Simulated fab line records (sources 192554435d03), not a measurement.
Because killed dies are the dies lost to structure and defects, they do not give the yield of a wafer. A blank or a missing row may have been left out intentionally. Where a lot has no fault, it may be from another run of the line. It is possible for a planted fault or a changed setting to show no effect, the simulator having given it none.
Which tool did it? | flow n5_finfet | 35 wafers from 13 lots sampled at 2 of the route's 1938 steps

WHAT THE GAUGES READ, wafer by wafer
N5_BEOL_M11_THK_MEAS_01.
lot  | measured     | on            | M11_ILD_THK (nm)
L586 | day 10 00:55 | film_metro-02 | 268 273 273
L587 | day 10 14:21 | film_metro-01 | 264 266 268
L590 | day 10 22:23 | film_metro-01 | 266 273 274
L591 | day 11 06:56 | film_metro-02 | 275 270 271
L592 | day 11 15:22 | film_metro-01 | 275
L594 | day 12 01:26 | film_metro-01 | 268 267 270
L593 | day 12 06:28 | film_metro-02 | 268
L597 | day 13 00:40 | film_metro-01 | 264 268 271
L600 | day 13 09:18 | film_metro-01 | 268 271 267
L602 | day 14 05:22 | film_metro-02 | 266 266 271
L604 | day 15 00:50 | film_metro-01 | 264 266 273
L606 | day 15 03:18 | film_metro-02 | 270 270 267
L608 | day 16 05:42 | film_metro-02 | 271 268 272

EACH LOT AND THE TOOL THAT RAN IT (in order: tool; ch and the chambers of the sampled wafers; start)
lot  | N5_BEOL_M10_DEGAS_44
L586 | pvd_sputter-03, day 9 21:51
L587 | pvd_sputter-01, day 10 11:33
L590 | pvd_sputter-01, day 10 19:25
L591 | pvd_sputter-01, day 11 04:08
L592 | pvd_sputter-01, day 11 11:11
L594 | pvd_sputter-02, day 11 22:47
L593 | pvd_sputter-02, day 12 03:22
L597 | pvd_sputter-02, day 12 20:22
L600 | pvd_sputter-03, day 13 05:46
L602 | pvd_sputter-02, day 14 02:52
L604 | pvd_sputter-02, day 14 20:58
L606 | pvd_sputter-03, day 15 00:27
L608 | pvd_sputter-03, day 16 01:33
- N5_BEOL_M10_DEGAS_44: time 60 s.

AS READ BY THE TOOLS THEMSELVES (means over the sampled wafers that have a number; for cases with no such wafer, the mark the record gives instead)
N5_BEOL_M10_DEGAS_44.
lot  | tool           | heater_power_w (W)
L586 | pvd_sputter-03 | 321
L587 | pvd_sputter-01 | 312
L590 | pvd_sputter-01 | 321
L591 | pvd_sputter-01 | 316
L592 | pvd_sputter-01 | 300
L594 | pvd_sputter-02 | 321
L593 | pvd_sputter-02 | 334
L597 | pvd_sputter-02 | 313
L600 | pvd_sputter-03 | 319
L602 | pvd_sputter-02 | 310
L604 | pvd_sputter-02 | 309
L606 | pvd_sputter-03 | 312
L608 | pvd_sputter-03 | 320

THE ANSWER, worked out from the rows above alone
Rule: the usual values come from the lots themselves. Put in order of their means at a reading, lots are off if they are a third of the lots or fewer, leave a main group of 4 or more, and stand apart from it by a gap of 3 or more times the standard deviation of the main group's means; of several such gaps the widest counts. If all means in a main group match to the digits the tables above print for the reading, that group is not used. A lot without any number at a reading at which 4 lots or more have one is off too. Where the step has rows for the other lots, those lots are counted as sound. The gauges are gone through in route order, then the tools' own readings, and for those a lot's mean is taken as printed above. The first step at which some lot is off is used, and at that step the reading that is off furthest; a lot without a number counts as furthest.
Across all readings shown, no lot is off: no conclusion can be drawn from this.

WHAT THE SIMULATOR HAD PUT IN
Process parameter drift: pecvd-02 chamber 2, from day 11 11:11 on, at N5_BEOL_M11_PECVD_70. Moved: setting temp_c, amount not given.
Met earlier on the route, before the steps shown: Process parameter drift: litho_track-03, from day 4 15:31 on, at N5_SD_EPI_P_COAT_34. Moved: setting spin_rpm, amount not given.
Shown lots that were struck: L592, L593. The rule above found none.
